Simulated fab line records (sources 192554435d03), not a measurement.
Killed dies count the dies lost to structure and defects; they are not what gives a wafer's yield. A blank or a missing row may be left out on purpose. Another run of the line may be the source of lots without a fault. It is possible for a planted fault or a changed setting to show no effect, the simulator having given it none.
The tool behind it: which one? -- flow n5_finfet -- 7 lots, 21 wafers sampled, at 3 steps of a route of 1938

== WHAT THE GAUGES SHOWED, per wafer ==
N5_BEOL_M8_CD_MEAS_18: pitch 80 nm, target cd 40 nm.
lot,measured,on,cd_nm (nm)
L826,day 10 07:15,cd_sem-03,40.4 40.6 39.7
L830,day 10 18:13,cd_sem-01,40.6 40.9 41.0
L832,day 11 14:41,cd_sem-02,39.8 40.0 40.7
L835,day 12 00:20,cd_sem-01,40.9 41.1 40.2
L839,day 13 00:58,cd_sem-01,39.9 40.0 40.3
L843,day 14 06:44,cd_sem-01,- - -
L844,day 15 07:17,cd_sem-03,- - -

== EACH LOT AND THE TOOL THAT RAN IT (in order: tool; ch and the chambers of the sampled wafers; start) ==
lot,N5_BEOL_M8_DESCUM_16,N5_BEOL_M8_HM_OPEN_17
L826,"rie_diel-06 ch 0,2, day 10 06:47","rie_metal-02 ch 0,1, day 10 07:04"
L830,"rie_diel-05 ch 0,1,2, day 10 17:44","rie_metal-03 ch 0,1, day 10 18:00"
L832,"rie_diel-05 ch 0,2,3, day 11 14:13","rie_metal-02 ch 0,1, day 11 14:29"
L835,"rie_diel-05 ch 0,3, day 11 23:52","rie_metal-03 ch 0,1, day 12 00:09"
L839,"rie_diel-01 ch 1,2,3, day 13 00:31","rie_metal-02 ch 0,1, day 13 00:47"
L843,"rie_diel-05 ch 1,2, day 14 06:17","rie_metal-02 ch 0,1, day 14 06:33"
L844,"rie_diel-06 ch 1,2,3, day 15 06:45","rie_metal-01 ch 0,1, day 15 07:02"
- N5_BEOL_M8_DESCUM_16: chemistry O2, time 7.9 s.
- N5_BEOL_M8_HM_OPEN_17: chemistry Cl2/BCl3, target TiN, target depth 20 nm, overetch 6 nm.

== THE ANSWER, worked out from the rows above alone ==
Rule: the lots themselves supply what counts as usual. Put in order of their means at a reading, lots are off if they are a third of the lots or fewer, leave a main group of 4 or more, and stand apart from it by a gap of 3 or more times the standard deviation of the main group's means; of several such gaps the widest counts. The tables above print the reading to a certain number of digits; a main group whose means all agree to those digits is not used. A lot without any number at a reading at which 4 lots or more have one is off too. Where the step has rows for the other lots, those lots are counted as sound.
Off, at N5_BEOL_M8_CD_MEAS_18 on cd_nm: L843, L844. Without a number there: L843, L844. The main group has a mean of 40.4 nm with a standard deviation of 0.31.
If a tool, at a process step before that reading, ran all the lots that are off and no sound lot after the first of them, it fits. Gauges at N5_BEOL_M8_CD_MEAS_18: tried the same way as those tools. None of those tried fits.

== WHAT HAD BEEN PUT IN BY THE SIMULATOR ==
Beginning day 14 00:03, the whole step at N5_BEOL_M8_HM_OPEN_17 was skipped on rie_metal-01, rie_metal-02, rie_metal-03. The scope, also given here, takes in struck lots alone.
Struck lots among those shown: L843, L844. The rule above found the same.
